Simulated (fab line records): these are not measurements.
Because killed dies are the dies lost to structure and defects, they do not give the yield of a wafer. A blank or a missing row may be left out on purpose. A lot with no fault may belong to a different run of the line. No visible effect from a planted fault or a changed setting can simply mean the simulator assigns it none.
fab line records	flow n5_finfet
[record] lots = 6	wafers = 18	last_day = 18
route steps=1938 shown BEOL_M3@1013 BEOL_M4@1021
lots with no fault: from the same line, run without faults
start_h: start of the lot's first displayed wafer, in hours after the record's first day	wait_h: hours since the lot's step before	" the same as in the row above	L1.1+2: several wafers, shown together as one row	- no value, or no start was given	* or withheld: withheld	< > ~ a bound
route shown NAME@n: names a module that has steps shown in the file, with the first one's number in the route	usual: mean and standard deviation over wafers with no fault	same: alike in all rows	chamber/n: place in a boat	sites: the reading at each site	_std_site: the standard deviation of these	_edge_site: mean of outer sites minus mean of inner sites	radius_mm: how far each site lies from the wafer's centre	mask NAME#n: copy n	behind: the tool/chamber that last shaped the wafer	hold: the reason the lot was held/the length of the hold in hours/how it ended	device: names the non-switching transistor (n, p or np)	end of line: the same wafers' tests at the end of the route	step lacking rows: just its recipe	killed: not the wafer's yield, but the dies lost to structure and defects at the first sort	map: shows each die of a wafer: x if killed, . if not, _ if none is there
set.NAME: the run value of the setting; set.NAME@STEP: its run value at that earlier step	model.NAME: the simulator's own value behind a step, which no gauge read
lots at some steps of the route; a table a step, a row a wafer
services: from which hour (start_h, from the record's first day; less than 0 if before it) a tool's chamber was out of use, for how many hours, and why
[[steps]]
[step N5_BEOL_M3_CMP_52]
[recipe] stop_on = SiOC	t_overpolish_s = 6.8	down_force_psi = 1	platen_rpm = 50	clearing_platen_down_force_psi = 1.5	clearing_platen_rpm = 50	post_cmp_clean = cu_alkaline	target_thk_nm = 40	clearing_platen_pad_velocity_m_s = 0.99484	pad_velocity_m_s = 0.99484
[usual] barrier_field_endpoint_s = 24.5/0.57	edge_zone_pressure_frac = 1.000/0.0053	motor_current_A = 6.2/0.71	overpolish_run_s = 6.799/0.0095	time_to_endpoint_s = 61.6/2.9
lot.wafer	tool	chamber	start_h	wait_h	barrier_field_endpoint_s	edge_zone_pressure_frac	motor_current_A	overpolish_run_s	time_to_endpoint_s
L221.4	cmp-01	2	168.03	0.2	24.6	1.000	5.3	6.790	60.9
L221.5	"	1	"	"	25.2	0.995	5.9	6.801	62.0
L221.6	"	2	"	"	24.3	0.998	5.1	6.781	59.0
L222.2	cmp-04	3	180.82	0.2	23.9	0.993	5.5	6.787	57.7
L222.4	"	0	"	"	24.2	0.989	5.3	6.814	56.8
L222.3	"	1	"	"	24.0	1.002	6.2	6.800	57.2
L231.3	cmp-01	2	236.35	0.2	24.1	0.995	5.7	6.806	64.7
L231.2	"	0	"	"	25.0	0.988	6.0	6.814	62.2
L231.6	"	3	"	"	24.6	1.002	6.8	6.820	62.5
L232.3	cmp-04	0	239.26	0.2	23.7	1.005	5.7	6.803	56.7
L232.2	"	1	"	"	24.4	1.007	6.0	6.802	60.7
L232.5	"	2	"	"	24.4	1.006	6.8	6.815	58.7
L241.3	cmp-01	1	283.96	0.3	24.3	0.994	6.1	6.799	66.5
L241.2	"	2	"	"	24.5	1.002	5.7	6.786	67.0
L241.5	"	3	"	"	25.1	1.008	6.5	6.830	65.5
L243.3	cmp-03	2	300.75	0.2	26.2	1.004	6.6	6.804	70.5
L243.4	"	3	"	"	25.1	1.005	7.9	6.803	62.3
L243.6	"	2	"	"	25.4	1.000	6.2	6.809	66.4
[step N5_BEOL_M3_THK_MEAS_53]
[recipe] thk_meas_gauge = xrf	reads = Cu_of_BEOL_M3_ECD_50
[usual] M3_THK = 40.6/1.3
lot.wafer	tool	chamber	start_h	wait_h	M3_THK[nm]
L221.4	film_metro-02	-	168.28	-	42.0
L221.5	"	-	"	"	39.8
L221.6	"	-	"	"	41.0
L222.2	film_metro-02	-	181.12	-	41.5
L222.3	"	-	"	"	41.8
L222.4	"	-	"	"	41.2
L231.2	film_metro-02	-	236.65	-	41.9
L231.3	"	-	"	"	42.4
L231.6	"	-	"	"	41.0
L232.2	film_metro-01	-	239.48	-	38.1
L232.3	"	-	"	"	39.8
L232.5	"	-	"	"	39.2
L241.2	film_metro-02	-	284.18	-	42.1
L241.3	"	-	"	"	41.3
L241.5	"	-	"	"	43.8
L243.3	film_metro-01	-	301.05	-	41.0
L243.4	"	-	"	"	40.6
L243.6	"	-	"	"	43.1
[step N5_BEOL_M3_PRE_CLEAN_60]
[recipe] gas = NH3/H2	time_s = 15	temp_c = *	rf_power_w = 300
[usual] heater_power_w = 84/22
lot.wafer	tool	chamber	start_h	wait_h	heater_power_w
L221.4	cvd_co-01	0	168.34	0.1	50
L221.5	"	2	"	"	76
L221.6	"	1	"	"	117
L222.2	cvd_co-02	0	181.15	0.0	96
L222.3	"	2	"	"	89
L222.4	"	2	"	"	90
L231.2	cvd_co-01	1	236.69	0.0	114
L231.3	"	2	"	"	77
L231.6	"	2	"	"	78
L232.2	cvd_co-01	2	239.52	0.0	77
L232.3	"	1	"	"	115
L232.5	"	2	"	"	79
L241.2	cvd_co-02	2	284.27	0.1	89
L241.3	"	1	"	"	86
L241.5	"	2	"	"	90
L243.3	cvd_co-01	2	301.08	0.0	79
L243.4	"	0	"	"	50
L243.6	"	1	"	"	111
[step N5_BEOL_M3_CO_CAP_55]
[recipe] material = Co	target_thk_a = 20	temp_c = 200	precursor = CCTBA/H2	pressure_torr = 30	time_s = 102.1
[usual] chamber_pressure_Torr = 30.00/0.066	heater_power_w = 235/27
lot.wafer	tool	chamber	start_h	wait_h	chamber_pressure_Torr	heater_power_w
L221.4	cvd_co-01	0	168.39	0.0	29.96	192
L221.5	"	2	"	"	30.03	225
L221.6	"	1	"	"	29.95	274
L222.2	cvd_co-02	0	181.19	0.0	29.94	249
L222.3	"	2	"	"	30.00	244
L222.4	"	2	"	"	30.10	240
L231.2	cvd_co-01	1	236.73	0.0	29.97	275
L231.3	"	2	"	"	29.90	225
L231.6	"	2	"	"	29.96	227
L232.2	cvd_co-01	2	239.56	0.0	30.05	224
L232.3	"	1	"	"	29.84	271
L232.5	"	2	"	"	30.07	233
L241.2	cvd_co-02	2	284.31	0.0	30.02	246
L241.3	"	1	"	"	30.11	239
L241.5	"	2	"	"	30.01	243
L243.3	cvd_co-01	2	301.12	0.0	29.99	227
L243.4	"	0	"	"	29.94	194
L243.6	"	1	"	"	29.96	268
[step N5_BEOL_M3_PRE_CLEAN_56]
[recipe] gas = NH3	time_s = 15	temp_c = withheld	rf_power_w = 300
[step N5_BEOL_M3_DEP_57]
[recipe] material = SiCN	target_thk_a = 80	temp_c = withheld	precursor = 3MS/NH3	pressure_torr = 3	rf_w = 202	time_s = 14
[usual] chamber_pressure_Torr = 2.999/0.0069	showerhead_plenum_p_Torr = 3.665/0.011	throttle_valve_pct = 9.2/0.63
lot.wafer	tool	chamber	start_h	wait_h	chamber_pressure_Torr	showerhead_plenum_p_Torr	throttle_valve_pct
L221.4	pecvd-04	1	168.52	0.0	2.998	3.678	8.9
L221.5	"	1	"	"	3.002	3.667	8.6
L221.6	"	2	"	"	3.002	3.659	8.6
L222.2	pecvd-03	1	181.31	0.0	3.001	3.671	9.8
L222.3	"	2	"	"	3.008	3.666	9.5
L222.4	"	2	"	"	3.013	3.672	9.3
L231.2	pecvd-03	2	236.84	0.0	2.999	3.670	8.3
L231.3	"	1	"	"	2.996	3.675	9.6
L231.6	"	1	"	"	2.996	3.679	9.7
L232.2	pecvd-04	1	239.67	0.0	3.001	3.670	8.6
L232.3	"	2	"	"	3.008	3.654	8.7
L232.5	"	1	"	"	2.997	3.669	8.6
L241.2	pecvd-04	1	284.43	0.0	3.012	3.674	8.5
L241.3	"	0	"	"	2.990	3.664	10.2
L241.5	"	2	"	"	3.003	3.653	8.8
L243.3	pecvd-02	2	301.24	0.0	2.997	3.663	9.5
L243.4	"	1	"	"	2.987	3.650	9.4
L243.6	"	2	"	"	2.989	3.661	9.2
[step N5_BEOL_M3_RS_MEAS_58]
[recipe] thk_meas_gauge = four-point-probe	reads = Co_of_BEOL_M3_CO_CAP_55+Cu_of_BEOL_M3_ECD_50+Co_of_BEOL_M3_CVD_47+TaN_of_BEOL_M3_ALD_84
[usual] M3_RS = 0.662/0.029
lot.wafer	tool	chamber	start_h	wait_h	M3_RS[ohm/sq]
L221.4	film_metro-02	-	168.59	0.1	0.634
L221.5	"	-	"	"	0.675
L221.6	"	-	"	"	0.652
L222.2	film_metro-02	-	181.38	0.1	0.647
L222.3	"	-	"	"	0.640
L222.4	"	-	"	"	0.655
L231.2	film_metro-02	-	236.91	0.1	0.641
L231.3	"	-	"	"	0.633
L231.6	"	-	"	"	0.661
L232.2	film_metro-01	-	239.74	0.1	0.720
L232.3	"	-	"	"	0.679
L232.5	"	-	"	"	0.688
L241.2	film_metro-01	-	284.50	0.1	0.626
L241.3	"	-	"	"	0.640
L241.5	"	-	"	"	0.598
L243.3	film_metro-02	-	301.31	0.1	0.647
L243.4	"	-	"	"	0.662
L243.6	"	-	"	"	0.610
[step N5_BEOL_M3_INSPECT_59]
[recipe] inspect_instrument = darkfield	mode = post_dep
[usual] raw_defect_count = 74/26
lot.wafer	tool	chamber	start_h	wait_h	raw_defect_count
L221.4	defect_inspect-02	-	168.61	0.0	38
L221.5	"	-	"	"	37
L221.6	"	-	"	"	53
L222.2	defect_inspect-01	-	181.40	0.0	91
L222.3	"	-	"	"	66
L222.4	"	-	"	"	71
L231.2	defect_inspect-02	-	236.94	0.0	92
L231.3	"	-	"	"	77
L231.6	"	-	"	"	69
L232.2	defect_inspect-02	-	239.77	0.0	63
L232.3	"	-	"	"	63
L232.5	"	-	"	"	115
L241.2	defect_inspect-02	-	284.52	0.0	68
L241.3	"	-	"	"	58
L241.5	"	-	"	"	64
L243.3	defect_inspect-02	-	301.33	0.0	84
L243.4	"	-	"	"	68
L243.6	"	-	"	"	61
[step N5_BEOL_M4_ILD_DEP_00]
[recipe] material = SiOC	target_thk_a = 790	temp_c = 350	precursor = DEMS/O2	pressure_torr = 5	rf_w = 500	time_s = 15.3
[step N5_BEOL_M4_THK_MEAS_01]
[recipe] reads = SiOC_of_BEOL_M4_ILD_DEP_00
[usual] M4_ILD_THK = 78.7/0.89
lot.wafer	tool	chamber	start_h	wait_h	M4_ILD_THK[nm]
L221.4	film_metro-02	-	168.76	0.1	79.8
L221.5	"	-	"	"	79.1
L221.6	"	-	"	"	79.5
L222.2	film_metro-02	-	181.51	0.1	78.7
L222.3	"	-	"	"	78.8
L222.4	"	-	"	"	79.0
L231.2	film_metro-02	-	237.04	0.1	78.7
L231.3	"	-	"	"	80.2
L231.6	"	-	"	"	80.5
L232.2	film_metro-01	-	239.87	0.1	78.3
L232.3	"	-	"	"	78.7
L232.5	"	-	"	"	79.4
L241.2	film_metro-01	-	284.63	0.1	77.6
L241.3	"	-	"	"	77.7
L241.5	"	-	"	"	78.6
L243.3	film_metro-02	-	301.44	0.1	77.5
L243.4	"	-	"	"	78.9
L243.6	"	-	"	"	78.7
[step N5_BEOL_M4_PECVD_72]
[recipe] material = SiO2	target_thk_a = 160	temp_c = 400	precursor = TEOS/O2	pressure_torr = 5.5	rf_w = 450	teos_flow_sccm = 53.8	gas = O2	flow_sccm = 3000	time_s = 18
[step N5_BEOL_M4_HM_DEP_02]
[recipe] material = TiN	target_thk_a = 200	temp_c = 25	chamber_pressure_pa = 0.49996
[usual] substrate_temp_c = 24.99/0.11	throttle_valve_pct = 30.1/1.1
lot.wafer	tool	chamber	start_h	wait_h	substrate_temp_c	throttle_valve_pct
L221.4	pvd_sputter-03	-	169.12	0.3	25.07	30.8
L221.5	"	-	"	"	25.12	28.5
L221.6	"	-	"	"	25.26	31.6
L222.2	pvd_sputter-02	-	182.52	1.0	25.01	31.1
L222.3	"	-	"	"	24.80	27.9
L222.4	"	-	"	"	24.79	30.3
L231.2	pvd_sputter-01	-	239.32	2.2	24.92	29.5
L231.3	"	-	"	"	24.87	31.8
L231.6	"	-	"	"	24.67	32.2
L232.2	pvd_sputter-02	-	239.96	0.0	25.12	29.6
L232.3	"	-	"	"	24.82	28.4
L232.5	"	-	"	"	24.88	30.9
L241.2	pvd_sputter-03	-	286.57	1.9	24.97	30.2
L241.3	"	-	"	"	25.20	28.3
L241.5	"	-	"	"	24.99	28.6
L243.3	pvd_sputter-03	-	302.58	1.1	24.97	30.4
L243.4	"	-	"	"	24.85	28.5
L243.6	"	-	"	"	24.76	28.3
[step N5_BEOL_M4_COAT_61]
[recipe] resist = SOC	temp_c = 250	time_s = 60	spin_rpm = 1500	resist_thk_nm = 60
[usual] run_length_s = 66.04/0.23
lot.wafer	tool	chamber	start_h	wait_h	run_length_s
L221.4	litho_track-05	0	169.20	0.0	66.38
L221.5	"	0	"	"	66.33
L221.6	"	0	"	"	66.34
L222.2	litho_track-04	0	182.64	0.1	66.27
L222.3	"	0	"	"	66.03
L222.4	"	0	"	"	65.94
L231.2	litho_track-05	0	239.45	0.1	70.18
L231.3	"	0	"	"	66.50
L231.6	"	0	"	"	66.35
L232.2	litho_track-05	0	240.09	0.1	70.04
L232.3	"	0	"	"	66.53
L232.5	"	0	"	"	70.01
L241.2	litho_track-02	0	286.70	0.1	65.90
L241.3	"	0	"	"	65.78
L241.5	"	0	"	"	65.78
L243.3	litho_track-02	0	302.71	0.1	65.78
L243.4	"	0	"	"	65.75
L243.6	"	0	"	"	65.84
[step N5_BEOL_M4_COAT_62]
[recipe] resist = SiARC	temp_c = 220	time_s = 60	spin_rpm = 1500	resist_thk_nm = 12
[step N5_BEOL_M4_RC_MEAS_101]
[usual] DIBL_N = 36.3/1.6	DIBL_P = 36.5/1.6	IOFF_N = 0.163/0.026	IOFF_P = 0.22/0.033	ION_N = 676/9.9	ION_P = 464/6.5	SS_N = 71.5/0.5	SS_P = 73.3/0.64	VT_N = 249.3/2.9	VT_P = -250/3.2
lot.wafer	tool	chamber	start_h	wait_h	DIBL_N[mV/V]	DIBL_P[mV/V]	IOFF_N[nA/um]	IOFF_P[nA/um]	ION_N[uA/um]	ION_P[uA/um]	SS_N[mV/dec]	SS_P[mV/dec]	VT_N[mV]	VT_P[mV]
L221.4	prober-02	0	178.81	0.5	34.6	35.4	0.146	0.17	662	454	72.0	73.3	251.9	-253
L221.5	"	0	"	"	35.1	36.8	0.163	0.19	685	469	71.6	73.5	250.4	-252
L221.6	"	0	"	"	37.1	38.0	0.192	0.22	679	463	72.2	73.5	249.4	-252
L222.2	prober-01	0	193.28	0.2	38.5	38.5	0.186	0.26	686	468	72.3	74.4	247.9	-246
L222.3	"	0	"	"	37.2	37.0	0.166	0.25	676	468	71.8	73.9	248.7	-248
L222.4	"	0	"	"	39.7	39.5	0.219	0.29	699	482	73.0	74.6	245.2	-244
L231.2	prober-02	0	254.54	0.2	35.6	35.8	0.148	0.21	676	454	72.2	73.1	248.0	-250
L231.3	"	0	"	"	35.1	35.2	0.147	0.20	685	475	71.0	73.3	250.1	-250
L231.6	"	0	"	"	37.0	37.3	0.172	0.23	678	465	71.0	73.6	248.6	-249
L232.2	prober-01	0	257.92	0.2	35.9	36.6	0.155	0.22	668	465	71.4	73.5	249.2	-248
L232.3	"	0	"	"	36.9	37.0	0.171	0.23	669	461	71.7	73.5	248.5	-246
L232.5	"	0	"	"	35.1	35.6	0.145	0.22	666	462	71.0	73.2	254.2	-248
L241.2	prober-01	0	304.34	0.2	36.2	39.3	0.170	0.23	669	460	71.8	74.0	246.4	-248
L241.3	"	0	"	"	35.7	38.4	0.167	0.22	679	460	71.3	73.0	249.9	-248
L241.5	"	0	"	"	35.8	38.8	0.165	0.22	681	468	71.3	74.3	249.0	-250
L243.3	prober-01	0	316.60	0.3	34.6	35.1	0.143	0.20	673	466	71.2	73.8	250.6	-251
L243.4	"	0	"	"	35.5	36.2	0.160	0.22	671	470	71.4	73.5	250.8	-247
L243.6	"	0	"	"	35.7	36.6	0.165	0.22	684	473	71.3	73.8	248.6	-250
[[services]]
tool	chamber	start_h	hours	kind
cmp-04	-	145.28	1.4	repair
pecvd-02	-	146.23	95.5	repair
cmp-03	-	150.85	4.0	pm
cvd_co-02	-	160.29	14.6	pm
pecvd-04	0	166.73	2.1	scheduled_down
cmp-01	-	182.05	0.7	repair
cmp-04	-	191.68	0.3	repair
cvd_co-01	-	201.25	2.8	pm
pecvd-03	2	202.38	-	clean
pecvd-04	0	228.16	5.5	scheduled_down
cvd_co-02	0	240.22	3.9	repair
cmp-03	-	243.11	0.5	repair
cmp-01	-	247.09	1.8	repair
cmp-04	-	252.97	1.8	repair
pecvd-03	-	259.47	5.5	pm
cvd_co-01	-	263.83	0.6	repair
cmp-01	-	268.50	4.0	pm
pvd_sputter-03	-	271.86	1.3	repair
cmp-01	-	272.50	-	consumable_replace:conditioner
cmp-01	-	272.50	-	consumable_replace:pad
cmp-01	-	279.79	0.9	repair
pecvd-04	-	300.67	1.8	repair
cvd_co-01	-	301.80	14.6	pm
cmp-04	-	301.93	4.0	pm
[[key]]
[first_sign] step = N5_BEOL_M4_COAT_61	reading = run_length_s	direction = up	sigmas = 18	usual = *	struck = *
effect none on later readings
met_at N5_BEOL_M4_COAT_61
struck_wafers L231.2,L232.2,L232.5
onset_between 169.20 239.45
[fault] kind = process_parameter_drift	tool = litho_track-05	chamber = -	onset_h = 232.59	steps = N5_BEOL_M4_COAT_61	channel = time_s	offset = *	shape = step	end_h = 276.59	scope = struck_wafers_only	acts_in = *	stated = *
